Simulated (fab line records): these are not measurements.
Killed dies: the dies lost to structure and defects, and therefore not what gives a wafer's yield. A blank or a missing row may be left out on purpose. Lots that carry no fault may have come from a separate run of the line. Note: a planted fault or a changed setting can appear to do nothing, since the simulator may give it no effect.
Matching of chambers ; flow n5_finfet ; N5_BEOL_M0_SAQP_PECVD_04 on pecvd-02: 3 sister chambers
The step deposits a-Si from SiH4/He, target thk 60 nm, time 60.2 s. 3 wafers are shown with their chamber, then 8 later ones without.

WAFERS PAIRED WITH THEIR CHAMBERS
wafer;chamber;showerhead_plenum_p_Torr (Torr)
L089.5;2;5.63
L089.6;0;5.63
L091.1;1;5.69

WAFERS WITHOUT THEIR CHAMBER
wafer;showerhead_plenum_p_Torr (Torr)
L091.3;5.64
L091.6;5.64
L092.1;5.66
L092.2;5.69
L092.5;5.68
L097.2;5.63
L097.4;5.70
L097.5;5.63

EACH ONE'S CHAMBER
wafer;from the rows above;in truth
L091.3;can't be placed: 0 or 2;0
L091.6;can't be placed: 0 or 2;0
L092.1;can't be placed: 0 or 1 or 2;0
L092.2;1;1
L092.5;1;1
L097.2;can't be placed: 0 or 2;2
L097.4;1;1
L097.5;can't be placed: 0 or 2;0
3 of 8 placed correctly. Not placeable from these rows: 5 (in 5, the candidates include the true chamber). Wrongly placed: 0.
How it was worked out, from the rows above alone: a wafer's distance from a chamber is the root of the sum, over the readings, of the square of ((its reading less the chamber's mean) divided by the reading's scatter). The wafer belongs to the nearest chamber; if the next one is less than 2 further off, it can't be placed. Each chamber's mean is taken over the wafers shown for it. The scatter (one wafer shown for each chamber): square how far every hidden wafer sits from the nearest shown wafer, average those squares and take the square root.
